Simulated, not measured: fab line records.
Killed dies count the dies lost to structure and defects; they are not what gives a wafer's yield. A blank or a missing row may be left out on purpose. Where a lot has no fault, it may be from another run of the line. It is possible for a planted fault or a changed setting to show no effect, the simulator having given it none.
Problem report in the 8D (eight disciplines) form, filled by code	flow n5Finfet	the parts of the form that need people (team, actions taken, sign-off) are left out

1. WHAT WENT WRONG
Mean of runLengthS at N5_BEOL_M6_ETCH_41: 79.3 s across 4 wafers in 3 lots; on wafers with no fault it is 75.2 s (standard deviation 0.57). That is +7.2 standard deviations from the usual mean.
The step: etches SiCN in CH3F/O2, target depth 29.7 nm, time 52 s.
Earliest sighting: wafer L330.5 on rieDiel-05 at day 14 14:12. The record holds 31 wafers of 11 lots with a number at this step. The rule behind "out" and "out of limits": a value lying over 4 standard deviations away from the usual mean. The other wafers with a number count as sound.

2. WHAT IT IS, AND WHAT IT ISN'T
question	is	is not
which readings at this step	runLengthS	O2_flow_sccm, drypumpMotorCurrentA, oesProductAu, rfVppV, showerheadPlenumPTorr, throttleValvePct
which lots	L330, L333, L335	L324, L325, L337, L339, L342, L344, L345, L347
which wafers of those lots	L330.5, L333.5, L333.6, L335.6	L330.4, L335.2, L335.3
read on which tools	rieDiel-05	rieDiel-01, rieDiel-04
when	from day 14 14:12	up to then (7 sound wafers); but 20 sound wafers of L335, L337, L339, L342, L344, L345, L347 came after

3. SUSPECTS, AND WHAT RULES EACH OUT
Counting: any tool at a process step up to the reading remains a suspect provided it ran every lot that is out. Sound lots after the first of them don't rule it out here, since some wafers of a struck lot are sound.
- rieDiel-05 at N5_BEOL_M6_STRIP_36 (strips in N2/H2): kept. It processed each lot that is out (first: L330, day 14 14:08); up to then, its last sound lot is L325 (day 13 07:09).
- rieDiel-05 at N5_BEOL_M6_ETCH_41 (etches SiCN in CH3F/O2, target depth 29.7 nm, time 52 s): kept. It processed each lot that is out (first: L330, day 14 14:12); up to then, its last sound lot is L325 (day 13 07:13). Its own readings are out on those wafers: runLengthS.
What counting leaves: rieDiel-05 at N5_BEOL_M6_STRIP_36 and rieDiel-05 at N5_BEOL_M6_ETCH_41.

4. THE CAUSE (what the simulator had put in)
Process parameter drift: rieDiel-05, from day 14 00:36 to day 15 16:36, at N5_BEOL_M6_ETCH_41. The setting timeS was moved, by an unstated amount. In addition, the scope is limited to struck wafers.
This tool is one of the 2 suspects left after counting.

5. THE CHAIN OF EFFECTS, in route order
Each row: a reading where the mean over the struck wafers with a number is more than 3 standard deviations away from the usual. Readings are gone through only where the record gives a usual standard deviation; hours: the median, over the lots, of the time from a lot's start at the first step in this table giving one to that lot's start at this step; sigmas: the change measured in usual standard deviations.
hours	step	reading	usual	on struck wafers	change	sigmas
0	N5_BEOL_M6_ETCH_41	runLengthS	75.2 s	79.3	+4.1	+7.2
It contains these process steps:
- N5_BEOL_M6_ETCH_41: etches SiCN in CH3F/O2, target depth 29.7 nm, time 52 s.

6. WHAT WOULD HAVE CAUGHT IT SOONER
In this record no reading fell out of limits until day 14 14:12, 14 hours after the fault had begun at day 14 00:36.
